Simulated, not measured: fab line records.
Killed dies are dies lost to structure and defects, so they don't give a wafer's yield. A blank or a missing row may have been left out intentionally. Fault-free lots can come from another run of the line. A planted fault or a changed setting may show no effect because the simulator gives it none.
fab line records    flow nand_harc
record: lots: 6  wafers: 18  last_day: 33
route steps=1302 shown A_DECK1_JOINT@518 END@1302
lots that met no fault: taken from a fault-free run of the same line
start_h: hours from the record's opening day to when the first of the lot's shown wafers began    wait_h: hours elapsed since this lot's preceding step    " same as the row above    L1.1+2: a single row standing in for several wafers    - no value, or no start was given    * or withheld: withheld    < > ~ a bound
route shown NAME@n: NAME is a module with steps in the file, n the number in the route of the first one    usual: mean/standard deviation of fault-free wafers    same: alike in all rows    chamber/n: place in a boat    sites: each site's reading    _std_site: standard deviation across them    _edge_site: the outer-site mean with the inner-site mean subtracted    radius_mm: how far each site lies from the wafer's centre    mask NAME#n: copy n    behind: tool/chamber where the wafer was last shaped    hold: reason for holding the lot/hours on hold/outcome of the hold    device: names the non-switching transistor (n, p or np)    end of line: the route-end tests of the same wafers    where a step has no rows: the recipe by itself    killed: dies lost to structure and defects at the first sort, not the wafer's yield    map: a wafer's dies, marking killed ones x, the rest . and places with no die _
set.NAME: the setting the step ran with; set.NAME@STEP: the setting that earlier step ran with    model.NAME: the simulator's own value behind a step, which no gauge read
a table for each step, a row for each wafer; lots at some steps of the route
services: the hour from which a tool's chamber was out of use, counted from the record's first day as start_h (under 0 if before that day), plus the number of hours and why
== steps ==
step: NHARC_A_DECK1_JOINT_ETCHBACK_07
recipe: target_depth_a: 1050  time_s: 26.9  hbr_flow_sccm: 150  rf_w: 350  icp_w: 350  bias_w: 60  chemistry: HBr
usual: drypump_motor_current_A: 5.81/0.28  he_backside_leak_sccm: 2.75/0.26  oes_product_au: 0.994/0.01  run_length_s: 48.2/0.49  throttle_valve_pct: 23.265/0.0095
lot.wafer  tool       chamber  start_h  wait_h  drypump_motor_current_A  he_backside_leak_sccm  oes_product_au  rf_hours_counter_h  run_length_s  throttle_valve_pct
L818.4     rie_si-04  3        231.90   0.1     6.31                     2.61                   1.002           0.5                 47.4          23.290
L818.2     "          0        "        "       5.51                     2.96                   1.001           0.4                 48.3          23.271
L818.6     "          2        "        "       5.98                     2.81                   1.007           -                   48.9          23.260
L830.3     rie_si-03  2        355.20   0.1     5.39                     3.34                   0.982           0.8                 48.1          23.285
L830.4     "          1        "        "       5.72                     2.91                   0.995           0.8                 48.1          23.278
L830.6     "          3        "        "       5.78                     2.43                   0.980           -                   48.5          23.253
L831.2     rie_si-03  1        379.45   0.1     5.73                     2.81                   0.989           0.9                 48.1          23.264
L831.1     "          2        "        "       5.38                     2.87                   0.984           0.9                 48.0          23.254
L831.4     "          3        "        "       5.79                     2.50                   0.986           0.9                 48.2          23.276
L835.4     rie_si-03  2        415.47   0.1     5.36                     2.80                   0.997           0.0                 47.9          23.269
L835.1     "          3        "        "       5.78                     2.39                   1.006           0.0                 48.4          23.283
L835.3     "          0        "        "       5.61                     2.84                   0.989           0.0                 48.1          23.249
L836.2     rie_si-05  1        422.06   0.1     5.96                     2.73                   1.010           0.7                 47.8          23.253
L836.4     "          3        "        "       5.59                     3.03                   0.987           0.8                 48.1          23.268
L836.5     "          1        "        "       5.96                     2.78                   1.011           -                   47.3          23.256
L840.2     rie_si-03  0        456.80   0.1     5.53                     2.85                   0.988           0.2                 48.3          23.260
L840.1     "          1        "        "       5.72                     2.84                   0.998           0.2                 47.8          23.261
L840.5     "          1        "        "       5.71                     2.93                   0.990           -                   47.9          23.274
step: NHARC_A_DECK1_JOINT_ETCH_25
recipe: target_depth_a: 5  chemistry: dHF  material: SiO2
step: NHARC_A_DECK1_JOINT_ETCH_19
recipe: temp_c: 25  target_depth_a: 30  chemistry: TMAH  material: poly-Si
step: NHARC_A_DECK1_JOINT_ETCH_18
recipe: target_depth_a: 30  chemistry: dHF  material: SiO2
step: NHARC_A_DECK1_JOINT_WET_08
recipe: temp_c: 160  time_s: 86  chemistry: H3PO4
step: NHARC_A_DECK1_JOINT_ETCH_09
recipe: target_depth_a: 50  chemistry: dHF  material: SiO2
step: NHARC_A_DECK1_JOINT_WET_10
recipe: temp_c: 160  time_s: 86  chemistry: H3PO4
step: NHARC_A_DECK1_JOINT_ETCH_11
recipe: target_depth_a: 350  chemistry: dHF  material: SiO2
step: NHARC_A_DECK1_JOINT_CVD_12
recipe: target_thk_a: 900  temp_c: 620  pressure_mtorr: 200  time_s: 1800  material: poly-Si
step: NHARC_A_DECK1_JOINT_CMP_13
recipe: target_thk_nm: 51.023
usual: motor_current_A: 12.5/1.3  time_to_endpoint_s: 8/3.1
lot.wafer  tool    chamber  start_h  wait_h  motor_current_A  time_to_endpoint_s
L818.2     cmp-03  2        242.20   0.4     12.1             14
L818.4     "       3        "        "       12.4             8
L818.6     "       2        "        "       13.7             14
L830.3     cmp-04  3        365.62   0.4     12.2             7
L830.4     "       0        "        "       11.4             6
L830.6     "       1        "        "       16.1             11
L831.1     cmp-01  3        389.75   0.4     13.0             11
L831.2     "       0        "        "       11.8             10
L831.4     "       2        "        "       12.5             12
L835.1     cmp-01  1        425.73   0.4     11.6             11
L835.4     "       2        "        "       12.6             9
L835.3     "       3        "        "       12.6             7
L836.4     cmp-01  2        435.12   0.4     12.1             4
L836.2     "       1        "        "       11.0             9
L836.5     "       3        "        "       12.6             5
L840.1     cmp-03  2        467.21   0.4     12.0             12
L840.2     "       3        "        "       12.2             6
L840.5     "       0        "        "       11.8             10
step: NHARC_A_DECK1_JOINT_THK_MEAS_14
recipe: thk_meas_gauge: ellipsometry
usual: thk_nm: 50.5/1.7
lot.wafer  tool           chamber  start_h  wait_h  thk_nm
L818.2     film_metro-02  -        242.46   0.2     51.9
L818.4     "              -        "        "       50.1
L818.6     "              -        "        "       52.1
L830.3     film_metro-02  -        365.83   0.2     50.6
L830.4     "              -        "        "       49.4
L830.6     "              -        "        "       50.2
L831.1     film_metro-02  -        390.00   0.2     49.8
L831.2     "              -        "        "       49.7
L831.4     "              -        "        "       48.6
L835.1     film_metro-01  -        425.99   0.2     52.5
L835.3     "              -        "        "       49.8
L835.4     "              -        "        "       50.3
L836.2     film_metro-02  -        435.37   0.2     49.7
L836.4     "              -        "        "       50.3
L836.5     "              -        "        "       51.0
L840.1     film_metro-02  -        467.42   0.2     51.3
L840.2     "              -        "        "       48.8
L840.5     "              -        "        "       51.5
step: NHARC_A_DECK1_JOINT_SRD_04
step: NHARC_A_DECK1_JOINT_ETCHBACK_00
recipe: target_depth_a: 300  time_s: 17.4  hbr_flow_sccm: 150  rf_w: 350  icp_w: 350  bias_w: 60  chemistry: HBr
usual: drypump_motor_current_A: 5.8/0.3  he_backside_leak_sccm: 2.73/0.23  oes_product_au: 0.993/0.012  run_length_s: 38.7/0.46  throttle_valve_pct: 23.268/0.01
lot.wafer  tool       chamber  start_h  wait_h  drypump_motor_current_A  he_backside_leak_sccm  oes_product_au  rf_hours_counter_h  run_length_s  throttle_valve_pct
L818.2     rie_si-05  0        242.60   0.1     5.7                      2.98                   0.996           0.6                 38.9          23.278
L818.4     "          2        "        "       6.1                      2.47                   0.999           0.8                 38.6          23.262
L818.6     "          0        "        "       5.7                      3.01                   0.998           -                   38.9          23.275
L830.4     rie_si-04  3        365.97   0.1     6.3                      2.62                   0.992           0.1                 38.1          23.273
L830.3     "          0        "        "       5.5                      2.72                   1.012           0.1                 44.3          23.274
L830.6     "          3        "        "       6.3                      2.50                   0.995           -                   38.0          23.268
L831.1     rie_si-04  1        390.15   0.1     6.3                      2.45                   1.014           0.2                 38.7          23.261
L831.2     "          2        "        "       6.0                      2.90                   0.987           0.2                 39.6          23.253
L831.4     "          0        "        "       5.5                      2.90                   0.998           -                   43.7          23.277
L835.3     rie_si-05  2        426.12   0.1     6.2                      2.36                   0.985           0.8                 38.5          23.271
L835.4     "          3        "        "       5.6                      2.99                   0.986           0.8                 38.7          23.264
L835.1     "          0        "        "       5.7                      2.91                   0.995           0.8                 38.8          23.276
L836.4     rie_si-03  2        435.50   0.1     5.4                      2.40                   1.000           0.1                 39.1          23.279
L836.2     "          3        "        "       5.8                      2.45                   1.012           0.1                 38.5          23.256
L836.5     "          2        "        "       5.4                      2.43                   1.003           -                   38.5          23.270
L840.1     rie_si-04  0        467.57   0.1     5.5                      2.90                   1.004           0.9                 38.9          23.247
L840.2     "          1        "        "       6.3                      2.48                   0.997           0.8                 38.7          23.262
L840.5     "          3        "        "       6.3                      2.58                   0.993           -                   38.1          23.261
step: NHARC_A_DECK1_JOINT_PRECLEAN_30
recipe: time_s: *  temp_c: 50  bath_age_min: 0  chemistry: SC1
step: NHARC_END_SORT_01
recipe: temp_c: 25
usual: killed_at_array: 56/20  killed_at_other: 0.9/1.1  killed_at_periphery: 3.7/3  killed_dies: 61/21  killed_open: 2.9/1.6  killed_short: 2.6/1.4
same: gross_dies: 677
lot.wafer  tool       chamber  start_h  wait_h  killed_at_array  killed_at_other  killed_at_periphery  killed_dies  killed_open  killed_short
L818.2     prober-01  0        565.53   2.8     38               0                4                    42           2            1
L818.4     prober-01  0        567.13   3.4     35               0                5                    40           2            4
L818.6     prober-01  0        568.74   4.0     38               1                2                    41           0            2
L830.3     prober-02  0        680.30   3.1     30               1                2                    33           3            0
L830.4     prober-02  0        681.10   3.4     56               1                4                    61           3            3
L830.6     prober-02  0        682.71   4.0     42               0                5                    47           4            3
L835.1     prober-01  0        737.27   2.5     91               0                2                    93           2            2
L835.3     prober-01  0        738.86   3.1     119              0                4                    123          2            1
L835.4     prober-01  0        739.66   3.4     105              0                1                    106          1            2
killed by level:class
L818.2 A_SLIT:chamber_film_flake=24 A_STAIRCASE:chamber_film_flake=6 P_CONTACT:chamber_film_flake=3 A_CHANNEL_FILL_D1:geometric_particle:open=2 A_M0:chamber_film_flake=2 A_M0:geometric_particle:short=1 P_GATE:chamber_film_flake=1 A_CHANNEL_HOLE_D1:chamber_film_flake=1
L818.4 A_SLIT:chamber_film_flake=18 A_CHANNEL_HOLE_D2:chamber_film_flake=8 A_STAIRCASE:chamber_film_flake=3 A_WL_FILL:geometric_particle:short=2 P_GATE:chamber_film_flake=2 P_CONTACT:geometric_particle:open=1 P_M0:geometric_particle:open=1 A_ONON_D1:geometric_particle:short=1
L818.6 A_SLIT:chamber_film_flake=23 A_CHANNEL_HOLE_D2:chamber_film_flake=6 A_STAIRCASE:chamber_film_flake=4 A_CHANNEL_HOLE_D1:chamber_film_flake=2 P_STI:geometric_particle:short=1 A_M0:geometric_particle:short=1 P_ZERO_WELL:chamber_film_flake=1 A_CONTACT:chamber_film_flake=1
L830.3 A_CHANNEL_HOLE_D1:chamber_film_flake=22 A_STAIRCASE:chamber_film_flake=3 A_CHANNEL_FILL_D1:chamber_film_flake=2 P_GATE:geometric_particle:open=1 A_CHANNEL_FILL_D1:geometric_particle:open=1 A_M0:geometric_particle:open=1 P_M2:chamber_film_flake=1 A_CHANNEL_FILL_D2:chamber_film_flake=1
L830.4 A_CHANNEL_HOLE_D1:chamber_film_flake=38 A_CHANNEL_FILL_D2:chamber_film_flake=4 A_SLIT:chamber_film_flake=3 P_ZERO_WELL:chamber_film_flake=2 A_STAIRCASE:chamber_film_flake=2 P_GATE:geometric_particle:open=1 A_ONON_D1:geometric_particle:short=1 A_CHANNEL_FILL_D1:geometric_particle:open=1
L830.6 A_CHANNEL_HOLE_D1:chamber_film_flake=27 A_CHANNEL_FILL_D1:chamber_film_flake=3 P_M2:chamber_film_flake=2 A_STAIRCASE:chamber_film_flake=2 A_WL_FILL:chamber_film_flake=2 P_GATE:geometric_particle:open=1 P_CONTACT:geometric_particle:open=1 A_CHANNEL_FILL_D1:geometric_particle:short=1
L835.1 A_SLIT:chamber_film_flake=28 A_CHANNEL_HOLE_D2:chamber_film_flake=22 A_CHANNEL_HOLE_D1:chamber_film_flake=16 A_CONTACT:chamber_film_flake=9 A_SGD_CUT:chamber_film_flake=7 A_STAIRCASE:chamber_film_flake=6 P_M2:geometric_particle:open=1 A_STAIRCASE:geometric_particle:short=1
L835.3 A_CHANNEL_HOLE_D1:chamber_film_flake=31 A_CHANNEL_HOLE_D2:chamber_film_flake=31 A_SLIT:chamber_film_flake=30 A_STAIRCASE:chamber_film_flake=13 A_SGD_CUT:chamber_film_flake=7 A_CONTACT:chamber_film_flake=5 P_M0:geometric_particle:open=1 P_M1:geometric_particle:short=1
L835.4 A_SLIT:chamber_film_flake=34 A_CHANNEL_HOLE_D2:chamber_film_flake=30 A_CHANNEL_HOLE_D1:chamber_film_flake=20 A_STAIRCASE:chamber_film_flake=6 A_CONTACT:chamber_film_flake=6 A_SGD_CUT:chamber_film_flake=3 A_CHANNEL_FILL_D1:geometric_particle:short=1 A_DECK1_JOINT:geometric_particle:short=1
== services ==
tool       chamber  start_h  hours  kind
rie_si-03  -        221.00   9.0    pm
cmp-01     -        228.26   3.5    repair
cmp-03     -        260.00   4.0    pm
rie_si-05  0        264.95   14.1   repair
cmp-01     -        269.41   2.0    repair
cmp-01     -        275.09   4.0    repair
cmp-01     -        283.50   4.0    pm
cmp-03     -        294.65   6.3    repair
rie_si-04  -        297.68   0.2    repair
rie_si-05  -        305.00   9.0    pm
cmp-01     -        320.28   0.6    repair
rie_si-04  2        335.17   4.7    repair
cmp-03     -        337.40   0.4    repair
rie_si-04  -        342.00   9.0    pm
cmp-01     -        351.19   3.0    repair
cmp-03     -        358.00   4.0    pm
cmp-01     -        377.07   1.8    repair
cmp-01     -        381.50   4.0    pm
rie_si-04  3        386.70   4.4    repair
cmp-03     -        392.66   0.7    repair
rie_si-03  -        398.00   9.0    pm
rie_si-04  -        406.55   0.9    repair
cmp-03     -        413.44   1.1    repair
cmp-01     -        417.41   4.2    repair
== key ==
first_sign: step: NHARC_A_DECK1_JOINT_ETCHBACK_00  reading: run_length_s  direction: up  sigmas: 12  usual: *  struck: *
effect none on later readings
met_at NHARC_A_DECK1_JOINT_ETCHBACK_00
struck_wafers L830.3,L831.4
tester_left_out L830,L831
fault: kind: process_parameter_drift  tool: rie_si-04  chamber: 0  onset_h: 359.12  steps: NHARC_A_DECK1_JOINT_ETCHBACK_00  channel: time_s  offset: *  shape: step  end_h: 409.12  acts_in: *  stated: *
tester_left_out: of these lots the tester's yield and bins aren't shown, on N5 and GAA mostly nor the transistor test; their killed dies are dies lost to structure and defects alone, not to doping, threshold or leakage, so they don't give the yield
